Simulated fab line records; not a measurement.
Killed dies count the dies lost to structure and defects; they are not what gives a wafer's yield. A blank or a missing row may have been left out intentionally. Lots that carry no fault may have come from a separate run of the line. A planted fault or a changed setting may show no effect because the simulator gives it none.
Chamber matching | flow n5 finfet | N5_SD_EPI_N_ETCHBACK_44 on rie diel-04: 4 sister chambers
The step etches SiNx in CH3F/O2, stops on SiO2, target depth 14.5 nm. 4 wafers are shown with their chamber, then 10 later ones without.

WAFERS, EACH WITH ITS CHAMBER
wafer  | chamber | drypump motor current A (A)
L083.3 | 2       | 5.42
L084.4 | 0       | 5.85
L088.2 | 1       | 5.93
L088.5 | 3       | 5.22

WAFERS WITH NO CHAMBER GIVEN
wafer  | drypump motor current A (A)
L088.6 | 5.42
L089.1 | 5.39
L089.2 | 5.92
L089.4 | 5.23
L091.3 | 5.84
L091.4 | 5.38
L091.5 | 5.22
L095.1 | 5.24
L095.2 | 5.83
L095.6 | 5.42

CHAMBER TAKEN BY EACH
wafer  | from the rows above | in truth
L088.6 | 2                   | 2
L089.1 | 2                   | 2
L089.2 | 1                   | 1
L089.4 | 3                   | 3
L091.3 | 0                   | 0
L091.4 | 2                   | 2
L091.5 | 3                   | 3
L095.1 | 3                   | 3
L095.2 | 0                   | 0
L095.6 | 2                   | 2
10 of 10 placed correctly. Not placeable from these rows: 0. 0 placed wrongly.
How it was worked out, from the rows above alone: a wafer's distance from a chamber is the root of the sum, over the readings, of the square of ((its reading less the chamber's mean) divided by the reading's scatter). The wafer belongs to the nearest chamber; if the next one is less than 2 further off, it can't be placed. A chamber's mean is the mean of its shown wafers. The scatter: root of mean squared gap, hidden wafer to nearest shown wafer, with one shown wafer a chamber.
